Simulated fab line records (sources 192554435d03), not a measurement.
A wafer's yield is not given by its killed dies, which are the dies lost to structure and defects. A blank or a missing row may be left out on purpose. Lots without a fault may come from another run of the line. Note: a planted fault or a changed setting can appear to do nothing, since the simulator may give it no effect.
Split-lot experiment / flow n5-finfet / route with 1938 steps; 7 lots, 21 wafers read

== THE SPLIT ==
At N5_BEOL_M13_SPUTTER_43 (material TaN, target thk 15 nm, time 24.19 s), the setting time-s was moved away from the recipe's 24.19 s on 7 of the 21 wafers read, by -12.9% to +13.0%. This setting was run at the recipe's value on the other wafers.

Reading taken at the split's own step.

== THE READING ==
TaN_of_BEOL_M13_SPUTTER_43.thk-nm (the simulator's own value, which no gauge read), in nm, at N5_BEOL_M13_SPUTTER_43 (material TaN, target thk 15 nm, time 24.19 s). The file gives no usual value for it. The 14 wafers here that ran the recipe average 15.0 nm, standard deviation 0.1 nm.

wafer=L075.2; tool, chamber at the split=pvd-sputter-02, -; time-s as run, s=25.48; against the recipe=+5.3%; TaN_of_BEOL_M13_SPUTTER_43.thk-nm, nm=15.6; against lot-mates on the recipe=+0.8
wafer=L075.3; tool, chamber at the split=pvd-sputter-02, -; time-s as run, s=25.48; against the recipe=+5.3%; TaN_of_BEOL_M13_SPUTTER_43.thk-nm, nm=15.6; against lot-mates on the recipe=+0.8
wafer=L075.6; tool, chamber at the split=pvd-sputter-02, -; time-s as run, s=24.19; against the recipe=recipe; TaN_of_BEOL_M13_SPUTTER_43.thk-nm, nm=14.8; against lot-mates on the recipe=-
wafer=L077.1; tool, chamber at the split=pvd-sputter-01, -; time-s as run, s=24.19; against the recipe=recipe; TaN_of_BEOL_M13_SPUTTER_43.thk-nm, nm=15; against lot-mates on the recipe=-
wafer=L077.2; tool, chamber at the split=pvd-sputter-01, -; time-s as run, s=24.19; against the recipe=recipe; TaN_of_BEOL_M13_SPUTTER_43.thk-nm, nm=15; against lot-mates on the recipe=-
wafer=L077.5; tool, chamber at the split=pvd-sputter-01, -; time-s as run, s=24.19; against the recipe=recipe; TaN_of_BEOL_M13_SPUTTER_43.thk-nm, nm=15; against lot-mates on the recipe=-
wafer=L078.4; tool, chamber at the split=pvd-sputter-01, -; time-s as run, s=24.19; against the recipe=recipe; TaN_of_BEOL_M13_SPUTTER_43.thk-nm, nm=15; against lot-mates on the recipe=-
wafer=L078.5; tool, chamber at the split=pvd-sputter-01, -; time-s as run, s=24.19; against the recipe=recipe; TaN_of_BEOL_M13_SPUTTER_43.thk-nm, nm=15; against lot-mates on the recipe=-
wafer=L078.6; tool, chamber at the split=pvd-sputter-01, -; time-s as run, s=26.41; against the recipe=+9.2%; TaN_of_BEOL_M13_SPUTTER_43.thk-nm, nm=16.4; against lot-mates on the recipe=+1.4
wafer=L081.1; tool, chamber at the split=pvd-sputter-03, -; time-s as run, s=24.19; against the recipe=recipe; TaN_of_BEOL_M13_SPUTTER_43.thk-nm, nm=15; against lot-mates on the recipe=-
wafer=L081.5; tool, chamber at the split=pvd-sputter-03, -; time-s as run, s=24.19; against the recipe=recipe; TaN_of_BEOL_M13_SPUTTER_43.thk-nm, nm=15; against lot-mates on the recipe=-
wafer=L081.3; tool, chamber at the split=pvd-sputter-03, -; time-s as run, s=24.19; against the recipe=recipe; TaN_of_BEOL_M13_SPUTTER_43.thk-nm, nm=15.2; against lot-mates on the recipe=-
wafer=L082.1; tool, chamber at the split=pvd-sputter-02, -; time-s as run, s=24.19; against the recipe=recipe; TaN_of_BEOL_M13_SPUTTER_43.thk-nm, nm=15; against lot-mates on the recipe=-
wafer=L082.2; tool, chamber at the split=pvd-sputter-02, -; time-s as run, s=21.08; against the recipe=-12.9%; TaN_of_BEOL_M13_SPUTTER_43.thk-nm, nm=13; against lot-mates on the recipe=-2.1
wafer=L082.5; tool, chamber at the split=pvd-sputter-02, -; time-s as run, s=24.19; against the recipe=recipe; TaN_of_BEOL_M13_SPUTTER_43.thk-nm, nm=15.2; against lot-mates on the recipe=-
wafer=L090.2; tool, chamber at the split=pvd-sputter-03, -; time-s as run, s=25.68; against the recipe=+6.2%; TaN_of_BEOL_M13_SPUTTER_43.thk-nm, nm=16; against lot-mates on the recipe=+0.9
wafer=L090.4; tool, chamber at the split=pvd-sputter-03, -; time-s as run, s=24.19; against the recipe=recipe; TaN_of_BEOL_M13_SPUTTER_43.thk-nm, nm=15.2; against lot-mates on the recipe=-
wafer=L090.6; tool, chamber at the split=pvd-sputter-03, -; time-s as run, s=24.19; against the recipe=recipe; TaN_of_BEOL_M13_SPUTTER_43.thk-nm, nm=15; against lot-mates on the recipe=-
wafer=L093.4; tool, chamber at the split=pvd-sputter-03, -; time-s as run, s=24.19; against the recipe=recipe; TaN_of_BEOL_M13_SPUTTER_43.thk-nm, nm=15; against lot-mates on the recipe=-
wafer=L093.5; tool, chamber at the split=pvd-sputter-03, -; time-s as run, s=27.33; against the recipe=+13.0%; TaN_of_BEOL_M13_SPUTTER_43.thk-nm, nm=17; against lot-mates on the recipe=+2.0
wafer=L093.6; tool, chamber at the split=pvd-sputter-03, -; time-s as run, s=27.33; against the recipe=+13.0%; TaN_of_BEOL_M13_SPUTTER_43.thk-nm, nm=16.8; against lot-mates on the recipe=+1.8

FIT RESULTS
A straight line over all 21 wafers: TaN_of_BEOL_M13_SPUTTER_43.thk-nm changes by +0.147 nm for each +1% of time-s; r = +0.99; the points scatter about the line by 0.12 nm.
The same after taking each lot's own level away (the mean of its wafers on the recipe; 21 wafers): +0.153 nm for each +1%; r = +1.00; scatter 0.078 nm.
That fit puts the effect of the largest move of time-s on the reading at 2 nm.
The span of the lots' own levels, 14.80 to 15.10 nm, comes to 2.9 times the standard deviation stated above.
The two slopes agree, so the slope changes little with the lot-to-lot level.
Check: +1.95 nm against its lot-mates is what the line predicts for one of the wafers moved furthest among these (+13.0%) when that wafer is left out of the fit. It came out at +2 nm against them.

== FILE'S OWN FIT ==
TaN_of_BEOL_M13_SPUTTER_43.thk-nm changes by +0.153 nm for each +1% of time-s, r = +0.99.
